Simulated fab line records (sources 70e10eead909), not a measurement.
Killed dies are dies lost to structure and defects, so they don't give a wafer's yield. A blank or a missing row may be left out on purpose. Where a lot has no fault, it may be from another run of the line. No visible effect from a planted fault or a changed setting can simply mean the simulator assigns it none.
2 desks looking at one fault ; flow nand harc ; each desk has only its own numbers; what lay behind them comes last

FROM THE METROLOGY DESK
What the gauges read for every lot (on any tool): the sampled wafers with a number, averaged. If a lot's mean is further than 4 standard deviations from the usual mean, the lot is out of limits and carries the mark OUT (the distance appears in the brackets).
Columns: A = thk nm at NHARC_A_SOURCE_PLATE_THK_MEAS_06, usual 200.6 nm; B = thk nm at NHARC_A_ONON_D1_THK_MEAS_02, usual 996 nm
lot;first seen here;A;B
L411;day 7 19:46;201.5;1000
L415;day 9 13:28;204.7;991
L416;day 10 10:41;201.9;835 (-20) OUT
L417;day 10 15:18;199.6;681 (-38) OUT
L418;day 11 08:01;199.4;832 (-20) OUT
L424;day 13 17:04;200.9;1007
L425;day 13 17:04;200.1;984
L426;day 14 12:11;203.3;1003
L427;day 14 17:44;200.7;989
L428;day 15 03:49;201.3;1005
L430;day 16 01:11;200.5;1009
L431;day 16 11:01;201.4;996
L433;day 17 15:25;197.2;987
Finding of this desk: L416, L417, L418 out of limits; the first was L416 at day 10 11:20, on thk nm at NHARC_A_ONON_D1_THK_MEAS_02. L411, L415, L424, L425, L426, L427, L428, L430, L431, L433: within limits.

TOOL OWNER'S DESK, pecvd onon-01
The tool's own readings at NHARC_A_ONON_D1_DEP_00 (target thk 1000 nm): means of the sampled wafers that have a number, for each lot that ran on this tool. If a lot's mean is further than 4 standard deviations from the usual mean, the lot is out of limits and carries the mark OUT (the distance appears in the brackets).
Columns: A = n2o flow sccm at NHARC_A_ONON_D1_DEP_00, usual 1998 sccm; B = nh3 flow sccm at NHARC_A_ONON_D1_DEP_00, usual 500.5 sccm
lot;first seen here;A;B
L411;day 7 19:59;2004;499.3
L416;day 10 10:56;2005;499.8
L417;day 10 15:35;2000;498.7
L418;day 11 08:20;2004;500.1
L425;day 13 17:19;1995;502.8
L427;day 14 17:58;1994;501.5
L430;day 16 01:25;2000;500.6
L431;day 16 11:10;1996;502.2
L433;day 17 15:32;1996;499.8
Finding of this desk: none of the 9 lots has anything out of limits.

ALL TOGETHER
On L416, L417, L418, the metrology desk was in a position to raise an alarm at day 10 11:20.
The tool owner's desk saw nothing out of limits.
On record at the tool owner's desk: L416, L417, L418, within its limits.
Every lot named ran NHARC_A_ONON_D1_DEP_00 on pecvd onon-01.

WHAT HAD BEEN PUT IN BY THE SIMULATOR
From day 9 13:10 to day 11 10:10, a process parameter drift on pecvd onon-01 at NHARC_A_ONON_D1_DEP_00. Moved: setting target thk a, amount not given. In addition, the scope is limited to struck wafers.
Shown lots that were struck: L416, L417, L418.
Per desk, hours elapsed from the start of the fault to the first reading out of limits: for the metrology desk, 22.
